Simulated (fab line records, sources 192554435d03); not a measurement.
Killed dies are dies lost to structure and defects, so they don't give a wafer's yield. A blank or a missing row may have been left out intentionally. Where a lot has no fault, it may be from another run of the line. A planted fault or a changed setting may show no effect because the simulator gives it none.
fab line records -- flow n5Finfet -- part 1 of 2: steps 1 to 4 of 6
[record] lots = 20, wafers = 60, lastDay = 17
route steps=1938 shown FIN_SAQP@114 FIN_CUT@166 STI_FIN_REVEAL@183
lots that met no fault: from a run of the same line without faults
startH: hours from the record's opening day to when the first of the lot's shown wafers began -- waitH: hours from the lot's prior step to this one -- " the same as in the row above -- L1.1+2: one row covering several wafers at once -- - either no value or no given start -- * or withheld: withheld -- < > ~ a bound
route shown NAME@n: NAME is a module with steps in the file, n the number in the route of the first one -- usual: mean and standard deviation over wafers with no fault -- same: alike in all rows -- chamber/n: place in a boat -- sites: readings site by site -- _std_site: the values' standard deviation -- _edge_site: the outer-site mean with the inner-site mean subtracted -- radiusMm: for every site, how far away it sits from the centre of the wafer -- mask NAME#n: copy n -- behind: the last tool/chamber to shape the wafer -- hold: why the lot was held/for how many hours/how that ended -- device: transistor that didn't switch, given as n, p or np -- end of line: the same wafers' tests at the end of the route -- a step given without rows: its recipe and nothing more -- killed: at the first sort, the dies lost to defects and structure; wafer yield is something else -- map: a wafer's dies, marking killed ones x, the rest . and places with no die _
set.NAME: the setting that was run; set.NAME@STEP: the one run at that earlier step -- model.NAME: the simulator's own value behind a step, which no gauge read
steps of the route over a sample of lots; a table a step, a row a wafer
services: from which hour (startH, from the record's first day; less than 0 if before it) a tool's chamber was out of use, for how many hours, and why
[[steps]]
[step N5_FIN_SAQP_DESCUM_21]
[recipe] chemistry = O2, timeS = 7.9, sourcePowerW = 50, biasPowerW = 20, pressureMtorr = 20, rfFrequencyHz = 2.712e+07, tempC = 40, resist = CAR-ArF, o2FlowSccm = 225
[usual] drypumpMotorCurrentA = 6.0/0.45, oesProductAu = 0.77/0.07, rfVppV = 243.5/1.2, showerheadPlenumPTorr = 2.12/0.066, throttleValvePct = 20.35/0.19
lot.wafer,tool,chamber,startH,waitH,drypumpMotorCurrentA,oesProductAu,rfHoursCounterH,rfVppV,showerheadPlenumPTorr,throttleValvePct
L074.3,rieDiel-01,3,21.57,0.0,5.1,0.75,180,242.4,2.00,20.41
L074.4,rieDiel-01,0,21.57,0.0,5.5,0.97,11,241.6,2.14,20.63
L074.5,rieDiel-01,3,21.57,0.0,5.1,0.75,-,241.8,2.00,20.42
L075.2,rieDiel-01,1,28.94,0.0,6.6,0.93,19,244.2,2.15,20.73
L075.3,rieDiel-01,0,28.94,0.0,5.5,0.95,13,244.8,2.14,20.61
L075.5,rieDiel-01,1,28.94,0.0,6.6,0.93,-,243.5,2.15,20.70
L076.2,rieDiel-05,1,33.68,0.1,6.3,0.72,196,243.2,2.17,20.45
L076.4,rieDiel-05,2,33.68,0.1,6.6,0.83,88,243.4,2.12,20.33
L076.6,rieDiel-05,2,33.68,0.1,6.6,0.82,-,242.8,2.12,20.31
L077.2,rieDiel-04,3,40.93,0.0,5.6,0.76,143,245.0,2.18,20.08
L077.4,rieDiel-04,1,40.93,0.0,5.7,0.83,-,245.9,2.11,20.55
L077.5,rieDiel-04,2,40.93,0.0,5.7,0.71,-,243.3,2.16,20.13
L078.3,rieDiel-01,1,45.82,0.1,6.6,0.93,26,243.8,2.15,20.73
L078.4,rieDiel-01,0,45.82,0.1,5.5,0.95,19,242.8,2.13,20.63
L078.5,rieDiel-01,1,45.82,0.1,6.6,0.93,-,243.5,2.15,20.75
L080.1,rieDiel-04,2,58.90,0.0,5.8,0.71,204,244.5,2.16,20.14
L080.2,rieDiel-04,0,58.90,0.0,6.7,0.73,181,241.0,2.00,20.20
L080.5,rieDiel-04,0,58.90,0.0,6.6,0.73,-,240.3,2.00,20.19
L083.2,rieDiel-04,0,76.19,0.3,6.6,0.74,187,242.1,2.00,20.21
L083.3,rieDiel-04,3,76.19,0.3,5.7,0.75,154,244.4,2.18,20.10
L083.6,rieDiel-04,2,76.19,0.3,5.7,0.71,-,244.2,2.16,20.14
L084.2,rieDiel-05,2,82.29,0.0,6.6,0.81,106,244.1,2.11,20.34
L084.3,rieDiel-05,0,82.29,0.0,5.6,0.88,47,242.9,2.04,20.14
L084.6,rieDiel-05,1,82.29,0.0,6.2,0.72,-,245.2,2.17,20.47
L085.1,rieDiel-05,0,88.39,0.3,5.6,0.87,49,241.3,2.04,20.14
L085.4,rieDiel-05,2,88.39,0.3,6.6,0.80,108,242.4,2.11,20.34
L085.5,rieDiel-05,2,88.39,0.3,6.6,0.81,-,244.1,2.11,20.34
L086.4,rieDiel-04,2,95.98,0.5,5.7,0.70,217,244.6,2.16,20.15
L086.5,rieDiel-04,3,95.98,0.5,5.7,0.75,-,245.2,2.18,20.13
L086.6,rieDiel-04,2,95.98,0.5,5.7,0.70,-,244.4,2.16,20.16
L087.3,rieDiel-04,3,102.86,0.2,5.7,0.75,163,244.6,2.18,20.13
L087.4,rieDiel-04,2,102.86,0.2,5.8,0.70,219,243.0,2.16,20.17
L087.6,rieDiel-04,1,102.86,0.2,5.7,0.80,-,244.5,2.10,20.62
L088.1,rieDiel-05,2,107.10,0.2,6.6,0.80,116,244.7,2.11,20.36
L088.4,rieDiel-05,0,107.10,0.2,5.6,0.87,57,241.8,2.03,20.15
L088.6,rieDiel-05,0,107.10,0.2,5.6,0.86,-,244.2,2.03,20.15
L089.1,rieDiel-04,2,114.84,1.6,5.7,0.70,224,244.5,2.15,20.16
L089.2,rieDiel-04,0,114.84,1.6,6.6,0.72,202,241.1,1.99,20.22
L089.4,rieDiel-04,3,114.84,1.6,5.6,0.74,169,242.5,2.17,20.15
L090.2,rieDiel-05,3,120.28,0.4,5.6,0.80,103,244.2,2.21,20.52
L090.3,rieDiel-05,0,120.28,0.4,5.6,0.85,64,241.9,2.03,20.17
L090.5,rieDiel-05,0,120.28,0.4,5.6,0.85,-,242.5,2.03,20.17
L091.1,rieDiel-05,2,126.47,0.0,6.6,0.80,124,243.6,2.10,20.38
L091.3,rieDiel-05,3,126.47,0.0,5.5,0.80,106,245.2,2.21,20.54
L091.6,rieDiel-05,1,126.47,0.0,6.2,0.69,-,245.2,2.16,20.50
L092.3,rieDiel-05,3,130.48,0.0,5.5,0.80,107,244.8,2.21,20.50
L092.5,rieDiel-05,2,130.48,0.0,6.6,0.80,-,243.7,2.10,20.37
L092.6,rieDiel-05,1,130.48,0.0,6.3,0.69,-,244.8,2.16,20.51
L093.2,rieDiel-04,0,136.93,0.0,6.6,0.70,211,241.3,1.99,20.25
L093.4,rieDiel-04,2,136.93,0.0,5.7,0.69,233,243.5,2.15,20.20
L093.6,rieDiel-04,0,136.93,0.0,6.6,0.71,-,241.9,1.99,20.23
L095.2,rieDiel-04,0,148.60,0.0,6.6,0.71,216,242.0,1.99,20.25
L095.4,rieDiel-04,2,148.60,0.0,5.7,0.69,239,244.5,2.15,20.18
L095.6,rieDiel-04,1,148.60,0.0,5.7,0.78,-,243.1,2.10,20.64
L096.1,rieDiel-04,1,154.48,0.4,5.7,0.78,121,243.6,2.09,20.62
L096.2,rieDiel-04,3,154.48,0.4,5.7,0.73,184,244.3,2.17,20.15
L096.6,rieDiel-04,2,154.48,0.4,5.7,0.68,-,244.5,2.15,20.20
L097.2,rieDiel-05,2,159.49,0.0,6.6,0.77,138,244.8,2.10,20.41
L097.3,rieDiel-05,0,159.49,0.0,5.6,0.83,80,241.6,2.03,20.21
L097.5,rieDiel-05,1,159.49,0.0,6.3,0.69,-,244.1,2.15,20.53
[step N5_FIN_SAQP_ETCH_65]
[recipe] chemistry = CF4, target = SiO2, targetDepthA = 40, ionEnergyEv = 350, timeS = 4.4, pressureMtorr = 10, icpW = 800, biasW = 400, cf4FlowSccm = 80
[usual] drypumpMotorCurrentA = 5.8/0.4, oesProductAu = 1.000/0.013, throttleValvePct = 21.73/0.18
lot.wafer,tool,chamber,startH,waitH,drypumpMotorCurrentA,oesProductAu,rfHoursCounterH,throttleValvePct
L074.3,rieSi-04,0,23.73,0.1,6.3,1.029,85,21.65
L074.4,rieSi-04,3,23.73,0.1,6.1,1.007,36,21.75
L074.5,rieSi-04,1,23.73,0.1,5.5,1.014,-,22.09
L075.2,rieSi-04,3,31.62,0.1,6.0,0.996,36,21.75
L075.3,rieSi-04,0,31.62,0.1,6.3,1.020,85,21.66
L075.5,rieSi-04,0,31.62,0.1,6.3,1.024,-,21.65
L076.2,rieSi-03,2,36.12,0.1,5.7,0.975,65,21.83
L076.4,rieSi-03,3,36.12,0.1,5.6,0.987,37,21.33
L076.6,rieSi-03,1,36.12,0.1,6.7,0.996,-,21.82
L077.2,rieSi-04,0,43.10,0.1,6.3,1.023,85,21.66
L077.4,rieSi-04,3,43.10,0.1,6.1,0.999,36,21.73
L077.5,rieSi-04,2,43.10,0.1,6.2,1.005,-,21.70
L078.3,rieSi-02,0,48.08,0.1,5.3,0.981,108,21.60
L078.4,rieSi-02,1,48.08,0.1,5.7,1.018,5,21.73
L078.5,rieSi-02,3,48.08,0.1,5.6,0.990,-,21.65
L080.1,rieSi-04,0,61.40,0.1,6.3,1.007,85,21.67
L080.2,rieSi-04,3,61.40,0.1,6.1,0.998,36,21.74
L080.5,rieSi-04,3,61.40,0.1,6.0,0.998,-,21.73
L083.2,rieSi-02,2,78.43,0.1,5.6,1.002,150,21.73
L083.3,rieSi-02,3,78.43,0.1,5.6,1.002,8,21.65
L083.6,rieSi-02,1,78.43,0.1,5.7,1.025,-,21.74
L084.2,rieSi-04,2,84.75,0.1,6.2,0.994,116,21.68
L084.3,rieSi-04,0,84.75,0.1,6.3,1.018,86,21.67
L084.6,rieSi-04,2,84.75,0.1,6.2,1.008,-,21.69
L085.1,rieSi-03,3,91.25,0.1,5.6,1.006,38,21.32
L085.4,rieSi-03,1,91.25,0.1,6.7,0.999,1,21.82
L085.5,rieSi-03,3,91.25,0.1,5.6,1.006,-,21.34
L086.4,rieSi-03,3,98.53,0.1,5.6,1.007,38,21.33
L086.5,rieSi-03,3,98.53,0.1,5.6,1.006,-,21.33
L086.6,rieSi-03,0,98.53,0.1,5.8,0.999,-,21.77
L087.3,rieSi-03,2,105.05,0.1,5.7,0.982,66,21.85
L087.4,rieSi-03,3,105.05,0.1,5.6,0.997,38,21.32
L087.6,rieSi-03,2,105.05,0.1,5.7,0.984,-,21.85
L088.1,rieSi-03,0,112.04,0.1,5.8,0.995,9,21.77
L088.4,rieSi-03,1,112.04,0.1,6.7,0.999,2,21.81
L088.6,rieSi-03,2,112.04,0.1,5.7,0.990,-,21.83
L089.1,rieSi-02,2,117.28,0.1,5.6,0.984,150,21.74
L089.2,rieSi-02,0,117.28,0.1,5.3,0.974,109,21.61
L089.4,rieSi-02,2,117.28,0.1,5.6,0.995,-,21.74
L090.2,rieSi-02,1,122.71,0.1,5.7,1.019,6,21.74
L090.3,rieSi-02,3,122.71,0.1,5.6,1.013,9,21.66
L090.5,rieSi-02,3,122.71,0.1,5.6,1.011,-,21.65
L091.1,rieSi-04,0,128.63,0.1,6.3,1.004,87,21.65
L091.3,rieSi-04,3,128.63,0.1,6.1,0.998,38,21.73
L091.6,rieSi-04,3,128.63,0.1,6.1,0.990,-,21.75
L092.3,rieSi-02,2,133.31,0.1,5.6,1.002,150,21.75
L092.5,rieSi-02,3,133.31,0.1,5.6,1.004,-,21.64
L092.6,rieSi-02,0,133.31,0.1,5.3,0.975,-,21.59
L093.2,rieSi-02,3,139.67,0.1,5.5,1.009,10,21.64
L093.4,rieSi-02,1,139.67,0.1,5.7,1.032,7,21.74
L093.6,rieSi-02,0,139.67,0.1,5.3,0.984,-,21.61
L095.2,rieSi-04,0,151.66,0.1,6.3,1.004,87,21.67
L095.4,rieSi-04,2,151.66,0.1,6.2,1.007,117,21.69
L095.6,rieSi-04,1,151.66,0.1,5.5,1.020,-,22.10
L096.1,rieSi-03,2,156.76,0.1,5.7,0.978,67,21.86
L096.2,rieSi-03,3,156.76,0.1,5.6,0.999,39,21.32
L096.6,rieSi-03,0,156.76,0.1,5.8,0.980,-,21.76
L097.2,rieSi-04,0,161.73,0.1,6.3,1.016,87,21.66
L097.3,rieSi-04,1,161.73,0.1,5.5,1.016,82,22.08
L097.5,rieSi-04,1,161.73,0.1,5.6,1.026,-,22.09
[step N5_FIN_SAQP_ETCH_34]
[recipe] chemistry = C4F6/O2, target = SiO2, targetDepthA = 450, timeS = 15, ionEnergyEv = 250, pressureMtorr = 30, sourceW = 345, biasW = 185, Ar_flow_sccm = 300, C4F6_flow_sccm = 10, O2_flow_sccm = 10, ends = cleared
[usual] O2_flow_sccm = 10.00/0.031, drypumpMotorCurrentA = 5.9/0.5, etchRfOnTimeS = 15.01/0.13, oes_f_703_au = 0.78/0.071, oesProductAu = 0.67/0.064, rfVppV = 666/5.4, showerheadPlenumPTorr = 2.86/0.095, throttleValvePct = 21.04/0.22
lot.wafer,tool,chamber,startH,waitH,O2_flow_sccm,drypumpMotorCurrentA,etchRfOnTimeS,oes_f_703_au,oesProductAu,rfHoursCounterH,rfVppV,showerheadPlenumPTorr,throttleValvePct
L074.3,rieDiel-04,3,25.24,0.0,9.99,5.7,15.10,0.77,0.65,138,668,2.98,20.82
L074.4,rieDiel-04,0,25.24,0.0,10.01,6.6,15.10,0.73,0.63,170,665,2.72,20.73
L074.5,rieDiel-04,1,25.24,0.0,10.00,5.7,14.88,0.85,0.72,-,668,2.88,21.24
L075.2,rieDiel-04,2,33.24,0.0,10.08,5.7,15.11,0.71,0.61,195,657,2.94,20.76
L075.3,rieDiel-04,0,33.24,0.0,9.98,6.6,15.06,0.73,0.63,173,665,2.72,20.73
L075.5,rieDiel-04,2,33.24,0.0,10.03,5.7,14.99,0.71,0.61,-,658,2.94,20.77
L076.2,rieDiel-05,2,37.70,0.0,10.01,6.6,15.10,0.83,0.71,90,664,2.88,20.97
L076.4,rieDiel-05,0,37.70,0.0,9.96,5.6,15.12,0.87,0.77,32,670,2.79,20.81
L076.6,rieDiel-05,3,37.70,0.0,9.95,5.6,15.03,0.84,0.71,-,665,3.01,21.13
L077.2,rieDiel-05,1,44.62,0.0,9.99,6.3,15.11,0.71,0.61,201,680,2.95,21.08
L077.4,rieDiel-05,3,44.62,0.0,10.00,5.5,14.82,0.84,0.72,74,666,3.01,21.14
L077.5,rieDiel-05,0,44.62,0.0,10.01,5.6,15.08,0.87,0.77,-,671,2.78,20.81
L078.3,rieDiel-05,3,49.65,0.0,9.92,5.6,14.78,0.83,0.71,75,667,3.01,21.17
L078.4,rieDiel-05,0,49.65,0.0,10.00,5.6,15.02,0.87,0.76,37,670,2.78,20.81
L078.5,rieDiel-05,0,49.65,0.0,10.04,5.6,14.98,0.87,0.76,-,671,2.78,20.82
L080.1,rieDiel-01,1,63.52,0.0,10.02,6.7,14.92,0.91,0.78,31,669,2.91,21.40
L080.2,rieDiel-01,2,63.52,0.0,9.97,6.6,15.01,0.73,0.62,173,669,2.84,21.03
L080.5,rieDiel-01,1,63.52,0.0,10.05,6.6,14.99,0.91,0.78,-,671,2.91,21.40
L083.2,rieDiel-05,2,80.86,0.0,9.94,6.6,15.14,0.82,0.69,105,664,2.87,21.02
L083.3,rieDiel-05,3,80.86,0.0,9.97,5.5,14.95,0.82,0.70,85,667,3.01,21.16
L083.6,rieDiel-05,0,80.86,0.0,9.98,5.6,14.94,0.85,0.75,-,669,2.78,20.82
L084.2,rieDiel-01,3,87.26,0.0,9.98,5.1,15.00,0.74,0.62,201,657,2.72,21.08
L084.3,rieDiel-01,0,87.26,0.0,9.99,5.5,14.78,0.91,0.79,34,666,2.91,21.38
L084.6,rieDiel-01,3,87.26,0.0,9.96,5.1,14.99,0.74,0.63,-,657,2.72,21.10
L085.1,rieDiel-04,1,93.80,0.0,9.98,5.7,14.95,0.82,0.70,95,668,2.86,21.25
L085.4,rieDiel-04,0,93.80,0.0,10.02,6.7,15.16,0.73,0.62,193,664,2.71,20.77
L085.5,rieDiel-04,0,93.80,0.0,9.96,6.6,15.25,0.72,0.62,-,665,2.71,20.74
L086.4,rieDiel-04,1,100.12,0.0,10.01,5.7,14.87,0.82,0.69,98,666,2.86,21.28
L086.5,rieDiel-04,1,100.12,0.0,10.03,5.7,14.84,0.82,0.70,-,667,2.86,21.26
L086.6,rieDiel-04,0,100.12,0.0,10.02,6.6,15.13,0.72,0.62,-,664,2.71,20.80
L087.3,rieDiel-04,1,106.97,0.0,9.97,5.7,14.74,0.82,0.69,100,667,2.86,21.28
L087.4,rieDiel-04,2,106.97,0.0,9.99,5.7,15.14,0.69,0.59,221,657,2.93,20.82
L087.6,rieDiel-04,1,106.97,0.0,9.97,5.7,15.01,0.82,0.70,-,667,2.86,21.25
L088.1,rieDiel-04,3,113.71,0.0,9.99,5.7,15.02,0.74,0.64,168,667,2.97,20.85
L088.4,rieDiel-04,0,113.71,0.0,9.97,6.6,14.99,0.71,0.62,201,662,2.70,20.78
L088.6,rieDiel-04,3,113.71,0.0,9.98,5.7,14.99,0.74,0.64,-,666,2.97,20.87
L089.1,rieDiel-01,1,119.50,0.0,9.98,6.6,14.94,0.89,0.77,42,672,2.91,21.43
L089.2,rieDiel-01,3,119.50,0.0,9.97,5.1,15.05,0.76,0.62,203,659,2.72,21.07
L089.4,rieDiel-01,2,119.50,0.0,9.96,6.6,15.06,0.73,0.61,182,670,2.84,21.06
L090.2,rieDiel-04,0,124.22,0.0,10.01,6.6,14.97,0.71,0.62,207,665,2.70,20.79
L090.3,rieDiel-04,2,124.22,0.0,10.02,5.7,14.94,0.69,0.59,229,657,2.92,20.81
L090.5,rieDiel-04,1,124.22,0.0,9.96,5.7,14.67,0.81,0.69,-,667,2.86,21.27
L091.1,rieDiel-01,1,130.35,0.0,10.01,6.6,15.11,0.89,0.76,46,671,2.91,21.42
L091.3,rieDiel-01,2,130.35,0.0,9.98,6.6,15.22,0.72,0.61,186,669,2.84,21.05
L091.6,rieDiel-01,2,130.35,0.0,9.98,6.6,15.32,0.72,0.61,-,668,2.84,21.05
L092.3,rieDiel-01,2,135.78,0.0,10.07,6.6,15.23,0.72,0.60,188,670,2.83,21.05
L092.5,rieDiel-01,2,135.78,0.0,10.06,6.6,15.07,0.72,0.61,-,669,2.83,21.06
L092.6,rieDiel-01,3,135.78,0.0,10.05,5.1,15.06,0.74,0.62,-,658,2.72,21.12
L093.2,rieDiel-01,3,141.27,0.0,9.98,5.1,14.89,0.74,0.62,212,657,2.72,21.11
L093.4,rieDiel-01,2,141.27,0.0,10.03,6.6,15.11,0.72,0.61,191,668,2.83,21.06
L093.6,rieDiel-01,3,141.27,0.0,9.93,5.1,15.03,0.74,0.62,-,656,2.72,21.12
L095.2,rieDiel-05,0,153.41,0.0,9.96,5.6,15.13,0.81,0.71,77,669,2.77,20.86
L095.4,rieDiel-05,1,153.41,0.0,10.02,6.3,15.07,0.68,0.58,244,681,2.93,21.14
L095.6,rieDiel-05,0,153.41,0.0,10.01,5.6,15.14,0.82,0.71,-,671,2.77,20.87
L096.1,rieDiel-04,0,158.57,0.0,10.01,6.6,15.16,0.70,0.60,220,664,2.70,20.80
L096.2,rieDiel-04,2,158.57,0.0,10.00,5.7,15.05,0.68,0.57,243,656,2.92,20.84
L096.6,rieDiel-04,2,158.57,0.0,10.00,5.7,14.95,0.69,0.59,-,655,2.92,20.85
L097.2,rieDiel-05,1,163.83,0.0,9.96,6.3,14.94,0.67,0.59,249,679,2.92,21.16
L097.3,rieDiel-05,2,163.83,0.0,9.95,6.6,15.07,0.79,0.67,139,665,2.86,21.07
L097.5,rieDiel-05,3,163.83,0.0,10.05,5.5,15.05,0.80,0.67,-,666,2.99,21.21
[step N5_FIN_SAQP_STRIP_77]
[recipe] chemistry = N2/H2, timeS = 90, powerW = 100, tempC = 40, pressureMtorr = 100, rfFrequencyHz = 6e+07, biasPowerW = 3, n2FlowSccm = 300, h2FlowSccm = 300
[usual] drypumpMotorCurrentA = 6.0/0.5, oesProductAu = 0.78/0.073, rfVppV = 45.4/0.89, showerheadPlenumPTorr = 3.39/0.11, throttleValvePct = 12.17/0.16
lot.wafer,tool,chamber,startH,waitH,drypumpMotorCurrentA,oesProductAu,rfHoursCounterH,rfVppV,showerheadPlenumPTorr,throttleValvePct
L074.3,rieDiel-04,3,25.26,0.0,5.7,0.77,138,44.3,3.51,11.94
L074.4,rieDiel-04,0,25.26,0.0,6.6,0.74,170,45.4,3.23,12.03
L074.5,rieDiel-04,1,25.26,0.0,5.7,0.85,-,46.9,3.42,12.32
L075.2,rieDiel-04,2,33.27,0.0,5.8,0.71,195,46.4,3.49,12.09
L075.3,rieDiel-04,0,33.27,0.0,6.6,0.74,173,44.9,3.23,12.04
L075.5,rieDiel-04,2,33.27,0.0,5.8,0.71,-,46.2,3.49,12.08
L076.2,rieDiel-05,2,37.72,0.0,6.6,0.83,90,45.4,3.41,12.05
L076.4,rieDiel-05,0,37.72,0.0,5.6,0.90,32,43.9,3.30,11.79
L076.6,rieDiel-05,3,37.72,0.0,5.6,0.84,-,46.1,3.56,12.08
L077.2,rieDiel-05,1,44.64,0.0,6.3,0.72,201,46.0,3.49,12.24
L077.4,rieDiel-05,3,44.64,0.0,5.6,0.84,74,45.9,3.55,12.06
L077.5,rieDiel-05,0,44.64,0.0,5.6,0.90,-,44.4,3.30,11.81
L078.3,rieDiel-05,3,49.67,0.0,5.6,0.83,75,46.2,3.55,12.08
L078.4,rieDiel-05,0,49.67,0.0,5.6,0.90,37,45.4,3.29,11.79
L078.5,rieDiel-05,0,49.67,0.0,5.6,0.89,-,46.2,3.29,11.81
L080.1,rieDiel-01,1,63.55,0.0,6.6,0.91,31,46.0,3.44,12.41
L080.2,rieDiel-01,2,63.55,0.0,6.6,0.72,173,46.4,3.36,12.19
L080.5,rieDiel-01,1,63.55,0.0,6.6,0.91,-,46.0,3.44,12.40
L083.2,rieDiel-05,2,80.88,0.0,6.6,0.81,105,46.8,3.41,12.10
L083.3,rieDiel-05,3,80.88,0.0,5.5,0.82,85,45.7,3.55,12.09
L083.6,rieDiel-05,0,80.88,0.0,5.6,0.89,-,44.0,3.29,11.82
L084.2,rieDiel-01,3,87.28,0.0,5.1,0.72,201,45.2,3.21,12.25
L084.3,rieDiel-01,0,87.28,0.0,5.5,0.91,34,45.9,3.44,12.26
L084.6,rieDiel-01,3,87.28,0.0,5.1,0.74,-,44.2,3.21,12.23
L085.1,rieDiel-04,1,93.82,0.0,5.7,0.81,95,44.6,3.40,12.39
L085.4,rieDiel-04,0,93.82,0.0,6.6,0.72,193,45.0,3.22,12.10
L085.5,rieDiel-04,0,93.82,0.0,6.6,0.73,-,43.8,3.22,12.10
L086.4,rieDiel-04,1,100.15,0.0,5.7,0.82,98,43.8,3.40,12.36
L086.5,rieDiel-04,1,100.15,0.0,5.7,0.81,-,44.3,3.40,12.36
L086.6,rieDiel-04,0,100.15,0.0,6.7,0.73,-,44.3,3.22,12.09
L087.3,rieDiel-04,1,106.99,0.0,5.7,0.81,100,46.6,3.40,12.38
L087.4,rieDiel-04,2,106.99,0.0,5.7,0.70,221,45.5,3.48,12.15
L087.6,rieDiel-04,1,106.99,0.0,5.7,0.82,-,46.3,3.40,12.38
L088.1,rieDiel-04,3,113.73,0.0,5.7,0.74,168,46.6,3.50,12.02
L088.4,rieDiel-04,0,113.73,0.0,6.6,0.72,201,45.0,3.22,12.12
L088.6,rieDiel-04,3,113.73,0.0,5.7,0.74,-,45.3,3.50,12.01
L089.1,rieDiel-01,1,119.52,0.0,6.7,0.91,42,43.7,3.43,12.44
L089.2,rieDiel-01,3,119.52,0.0,5.1,0.73,203,45.0,3.21,12.26
L089.4,rieDiel-01,2,119.52,0.0,6.6,0.72,182,44.8,3.35,12.21
L090.2,rieDiel-04,0,124.25,0.0,6.6,0.72,207,45.1,3.21,12.13
L090.3,rieDiel-04,2,124.25,0.0,5.7,0.69,229,43.7,3.47,12.16
L090.5,rieDiel-04,1,124.25,0.0,5.7,0.80,-,44.8,3.40,12.41
L091.1,rieDiel-01,1,130.37,0.0,6.6,0.88,46,45.7,3.43,12.42
L091.3,rieDiel-01,2,130.37,0.0,6.6,0.72,186,46.8,3.35,12.20
L091.6,rieDiel-01,2,130.37,0.0,6.6,0.72,-,44.8,3.35,12.22
L092.3,rieDiel-01,2,135.80,0.0,6.6,0.71,188,44.4,3.35,12.23
L092.5,rieDiel-01,2,135.80,0.0,6.6,0.71,-,45.4,3.35,12.21
L092.6,rieDiel-01,3,135.80,0.0,5.1,0.71,-,46.2,3.21,12.29
L093.2,rieDiel-01,3,141.30,0.0,5.1,0.72,212,46.9,3.21,12.25
L093.4,rieDiel-01,2,141.30,0.0,6.6,0.71,191,44.1,3.35,12.23
L093.6,rieDiel-01,3,141.30,0.0,5.2,0.72,-,44.3,3.21,12.30
L095.2,rieDiel-05,0,153.43,0.0,5.6,0.84,77,44.7,3.27,11.90
L095.4,rieDiel-05,1,153.43,0.0,6.3,0.68,244,44.1,3.46,12.34
L095.6,rieDiel-05,0,153.43,0.0,5.6,0.84,-,45.0,3.27,11.90
L096.1,rieDiel-04,0,158.59,0.0,6.6,0.71,220,45.5,3.21,12.17
L096.2,rieDiel-04,2,158.59,0.0,5.7,0.68,243,43.6,3.46,12.20
L096.6,rieDiel-04,2,158.59,0.0,5.7,0.69,-,45.9,3.46,12.21
L097.2,rieDiel-05,1,163.85,0.0,6.3,0.68,249,44.4,3.46,12.35
L097.3,rieDiel-05,2,163.85,0.0,6.6,0.78,139,44.4,3.39,12.18
L097.5,rieDiel-05,3,163.85,0.0,5.5,0.79,-,46.0,3.53,12.19
